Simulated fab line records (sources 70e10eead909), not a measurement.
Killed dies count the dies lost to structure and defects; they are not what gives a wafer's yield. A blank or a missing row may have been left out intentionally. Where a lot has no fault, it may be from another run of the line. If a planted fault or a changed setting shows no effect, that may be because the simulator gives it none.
Chamber matching	flow nandHarc	NHARC_A_STAIRCASE_ETCHBACK_422 on rieDiel-08 has 4 sister chambers
The step etches the open film in CH3F/O2, target depth 40 nm, time 74.286 s. 14 wafers are shown with their chamber, then 7 later ones without.

EACH WAFER AND ITS CHAMBER
wafer	chamber	showerheadPlenumPTorr (Torr)	rfVppV (V)	oesProductAu (a.u.)
L608.2	2	2.40	243.2	0.91
L608.3	1	2.47	245.0	0.92
L608.5	2	2.40	244.3	0.90
L609.2	3	2.40	243.0	0.92
L609.5	0	2.30	241.8	0.93
L609.6	1	2.47	245.2	0.93
L612.1	0	2.30	241.2	1.01
L612.2	1	2.46	244.0	1.00
L612.6	0	2.30	243.3	1.02
L625.1	1	2.44	244.6	1.00
L625.2	0	2.28	241.3	1.01
L625.5	0	2.28	241.0	1.00
L624.2	1	2.44	245.3	0.92
L624.3	2	2.38	242.3	1.01

SIGNATURES (means of the wafers above)
reading	chamber 0	chamber 1	chamber 2	chamber 3	scatter within a chamber
showerheadPlenumPTorr	2.2920	2.4560	2.3933	2.4000	0.0129
rfVppV	241.720	244.820	243.267	243.000	0.813
oesProductAu	0.9940	0.9540	0.9400	0.9200	0.0445
Rule: distance of a wafer from a chamber = root of the sum over the readings of ((wafer's reading minus chamber's mean) / reading's scatter) squared. If the next closest chamber is less than 2 further off than the closest, the wafer can't be placed; otherwise it belongs to the closest. The scatter: take each reading less its chamber's mean, square it, sum over the shown wafers, divide by the number of wafers less the number of chambers, and take the root.

WAFERS WITH NO CHAMBER GIVEN
wafer	showerheadPlenumPTorr (Torr)	rfVppV (V)	oesProductAu (a.u.)
L624.4	2.38	244.9	0.99
L628.1	2.44	243.8	0.92
L628.2	2.27	241.7	0.93
L628.4	2.38	244.4	0.93
L629.2	2.38	241.9	0.92
L629.4	2.27	240.2	0.92
L629.6	2.44	243.1	0.93

WHICH CHAMBER EACH WENT THROUGH
wafer	from the rows above	in truth
L624.4	can't be placed: 2 or 3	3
L628.1	can't be placed: 1 or 3 or 2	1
L628.2	0	0
L628.4	can't be placed: 2 or 3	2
L629.2	can't be placed: 2 or 3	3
L629.4	0	0
L629.6	can't be placed: 1 or 3 or 2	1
Correctly placed: 2 of 7. From these rows, 5 cannot be placed; in 5 the true chamber is one of the candidates. Wrongly placed: 0.
